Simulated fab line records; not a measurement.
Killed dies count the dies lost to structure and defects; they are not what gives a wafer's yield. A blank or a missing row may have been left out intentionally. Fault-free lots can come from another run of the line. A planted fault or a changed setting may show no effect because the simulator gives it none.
Lot-split experiment | flow n5-finfet | 21 wafers read across 7 lots, on a route 1938 steps long

== THE SPLIT ITSELF ==
At N5_BEOL_M4_TRENCH_ETCH_37 (etches SiOC in C4F6/O2, target depth 55.555 nm, time 29.2 s), the setting time-s was moved away from the recipe's 29.2 s on 8 of the 21 wafers read, by -22.1% to +19.1%. The other wafers ran this setting at the recipe's value.

== FROM THE SPLIT TO THE READING: what the file shows between them, 13 steps ==
- N5_BEOL_M4_ETCH_41: etches SiCN in CH3F/O2, target depth 29.9 nm, time 52.5 s
- N5_BEOL_M4_STRIP_97: strips in N2/H2, time 10 s
- N5_BEOL_M4_OCD_MEAS_38
- N5_BEOL_M4_HM_STRIP_39: strips TiN in peroxide tin strip, target depth 25 nm, time 158 s
- N5_BEOL_M4_SRD_40: time 30 s
- N5_BEOL_M4_ECD_50: material Cu, target thk 300 nm
- N5_BEOL_M4_ANNEAL_51: time 90 s
- N5_BEOL_M4_CMP_52: polishes, stops on SiOC, t overpolish 6.8 s, target thk 40 nm
- N5_BEOL_M4_THK_MEAS_53: measures by xrf
- N5_BEOL_M4_PRE_CLEAN_60: time 15 s
- N5_BEOL_M4_CO_CAP_55: material Co, precursor CCTBA/H2, target thk 2 nm, time 102.1 s
- N5_BEOL_M4_PRE_CLEAN_56: time 15 s
- N5_BEOL_M4_DEP_57: deposits SiCN from 3MS/NH3, target thk 8 nm, time 14 s

== THE READING ==
M4_RS in ohm/sq, measured at N5_BEOL_M4_RS_MEAS_58 by four-point-probe. Fault-free wafers of this fab line usually give 0.67 ohm/sq, standard deviation 0.036 ohm/sq.

wafer  | tool, chamber at the split | time-s as run, s | against the recipe | M4_RS, ohm/sq | against lot-mates on the recipe
L075.1 | rie-diel-04, 3             | 34.77            | +19.1%             | 0.53          | -0.09
L075.3 | rie-diel-04, 1             | 34.77            | +19.1%             | 0.50          | -0.12
L075.4 | rie-diel-04, 2             | 29.2             | recipe             | 0.62          | -
L079.1 | rie-diel-03, 3             | 29.2             | recipe             | 0.73          | -
L079.2 | rie-diel-03, 0             | 29.2             | recipe             | 0.74          | -
L079.5 | rie-diel-03, 0             | 29.2             | recipe             | 0.72          | -
L082.1 | rie-diel-03, 1             | 29.2             | recipe             | 0.68          | -
L082.3 | rie-diel-03, 2             | 24.63            | -15.7%             | 0.86          | +0.18
L082.5 | rie-diel-03, 3             | 24.63            | -15.7%             | 1.01          | +0.33
L083.1 | rie-diel-03, 2             | 29.2             | recipe             | 0.67          | -
L083.2 | rie-diel-03, 1             | 31.61            | +8.3%              | 0.59          | -0.11
L083.4 | rie-diel-03, 3             | 29.2             | recipe             | 0.72          | -
L087.1 | rie-diel-03, 0             | 29.2             | recipe             | 0.67          | -
L087.4 | rie-diel-03, 1             | 29.2             | recipe             | 0.64          | -
L087.6 | rie-diel-03, 0             | 24.6             | -15.8%             | 0.96          | +0.30
L096.1 | rie-diel-03, 2             | 22.76            | -22.1%             | 1.09          | +0.36
L096.5 | rie-diel-03, 0             | 22.76            | -22.1%             | 1.21          | +0.48
L096.6 | rie-diel-03, 3             | 29.2             | recipe             | 0.73          | -
L097.1 | rie-diel-02, 0             | 29.2             | recipe             | 0.68          | -
L097.5 | rie-diel-02, 1             | 29.2             | recipe             | 0.73          | -
L097.6 | rie-diel-02, 2             | 29.2             | recipe             | 0.70          | -

THE FIT
A straight line over all 21 wafers: M4_RS changes by -0.0153 ohm/sq for each +1% of time-s; r = -0.94; the points scatter about the line by 0.064 ohm/sq.
The same after taking each lot's own level away (the mean of its wafers on the recipe; 21 wafers): -0.0138 ohm/sq for each +1%; r = -0.92; scatter 0.067 ohm/sq.
On that fit, the largest move of time-s shifts the reading by 0.3 ohm/sq.
From 0.620 to 0.730 ohm/sq: that is the span of the lots' own levels, equal to 3.1 times the standard deviation above.
Thus the slope moves with the lot-to-lot level: the two fits are different.
Check: with one of the wafers moved furthest among these (-22.1%) left out of the fit, the line predicts +0.334 ohm/sq for it against its lot-mates. Against them it came out at +0.36 ohm/sq.

== THESE WAFERS: OTHER SPLITS ==
Other splits were also applied to these wafers ahead of the reading. Each is held against what the fit with the lots' levels taken away leaves over:
other split on the same wafers | wafers away from the commonest value | r with M4_RS (lot level and that fit taken away)
N5_BEOL_M3_ETCH_70 bias-w      | 7                                    | +0.07

== THE WHOLE CHAIN: every reading that the file lists as answering this split, in the file's order ==
step                      | what it does                                                  | reading                                                                      | change (the file's fit)               | r (the file's)
N5_BEOL_M4_TRENCH_ETCH_37 | etches SiOC in C4F6/O2, target depth 55.555 nm, time 29.2 s   | BEOL_M4.feature-depth-nm (the simulator's own value, which no gauge read)    | +0.54 nm for each +1% of the setting  | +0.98
N5_BEOL_M4_TRENCH_ETCH_37 | etches SiOC in C4F6/O2, target depth 55.555 nm, time 29.2 s   | etch.depth-nm (the simulator's own value, which no gauge read)               | +0.54 nm for each +1% of the setting  | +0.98
N5_BEOL_M4_OCD_MEAS_38    |                                                               | trench-depth-nm                                                              | +0.546 nm for each +1% of the setting | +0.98
N5_BEOL_M4_CMP_52         | polishes, stops on SiOC, t overpolish 6.8 s, target thk 40 nm | Cu_of_BEOL_M4_ECD_50.thk-nm (the simulator's own value, which no gauge read) | +0.506 nm for each +1% of the setting | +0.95
N5_BEOL_M4_THK_MEAS_53    | measures by xrf                                               | M4_THK                                                                       | +0.501 for each +1% of the setting    | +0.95
N5_BEOL_M4_RS_MEAS_58     | measures by four-point-probe                                  | M4_RS                                                                        | -0.0149 for each +1% of the setting   | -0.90

== FILE'S OWN FIT ==
M4_RS changes by -0.0149 ohm/sq for each +1% of time-s, r = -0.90.
